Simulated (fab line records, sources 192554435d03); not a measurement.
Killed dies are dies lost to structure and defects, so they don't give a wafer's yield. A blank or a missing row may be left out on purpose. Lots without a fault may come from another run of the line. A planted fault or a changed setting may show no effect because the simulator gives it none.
One fault seen from 3 desks | flow n5_finfet | each desk has only its own numbers; what lay behind them comes last

THE DEFECT DESK
What the inspections along the route counted, lot by lot: means of the sampled wafers that have a number. A lot is out of limits, marked OUT, if its mean lies more than 4 standard deviations from the usual mean; the brackets give that distance.
Columns: A = raw_defect_count at N5_BEOL_M6_INSPECT_13, usual 406
lot  | first seen here | A
L362 | day 8 20:31     | 440
L363 | day 9 11:23     | 393
L365 | day 9 20:25     | 372
L367 | day 10 00:21    | 449
L368 | day 10 15:00    | 321
L372 | day 11 13:22    | 393
L374 | day 11 21:21    | 265
L373 | day 11 21:33    | 384
L376 | day 13 01:17    | 428
L380 | day 13 06:02    | 422
L384 | day 14 16:15    | 436
This desk's finding: nothing out of limits on any of the 11 lots.

THE TOOL OWNER'S DESK: pvd_sputter-03
The tool's own readings at N5_BEOL_M6_HM_DEP_02 (deposits TiN, target thk 20 nm): means of the sampled wafers that have a number, for each lot that ran on this tool. A lot is out of limits, marked OUT, if its mean lies more than 4 standard deviations from the usual mean; the brackets give that distance.
Columns: A = throttle_valve_pct at N5_BEOL_M6_HM_DEP_02, usual 30.3 %
lot  | first seen here | A
L365 | day 9 19:59     | 30.6
L367 | day 9 23:55     | 30.5
L374 | day 11 20:48    | 31.0
L373 | day 11 20:54    | 30.9
L376 | day 13 00:44    | 30.6
This desk's finding: nothing out of limits on any of the 5 lots.

THE METROLOGY DESK
What the gauges read, lot by lot, whatever tool the lot ran on: means of the sampled wafers that have a number. A lot is out of limits, marked OUT, if its mean lies more than 4 standard deviations from the usual mean; the brackets give that distance.
Columns: A = cd_nm at N5_BEOL_M6_CD_MEAS_18, usual 39.9 nm
lot  | first seen here | A
L362 | day 8 21:24     | 39.8
L363 | day 9 11:53     | 39.9
L365 | day 9 20:55     | 39.7
L367 | day 10 00:50    | 40.0
L368 | day 10 15:47    | 39.7
L372 | day 11 13:55    | 39.9
L374 | day 11 21:53    | 40.2
L373 | day 11 22:19    | 39.8
L376 | day 13 01:47    | 40.1
L380 | day 13 06:56    | 40.7
L384 | day 14 16:59    | 39.8
This desk's finding: nothing out of limits on any of the 11 lots.

PUT TOGETHER
The defect desk saw nothing out of limits.
The tool owner's desk saw nothing out of limits.
The metrology desk saw nothing out of limits.

WHAT THE SIMULATOR HAD PUT IN
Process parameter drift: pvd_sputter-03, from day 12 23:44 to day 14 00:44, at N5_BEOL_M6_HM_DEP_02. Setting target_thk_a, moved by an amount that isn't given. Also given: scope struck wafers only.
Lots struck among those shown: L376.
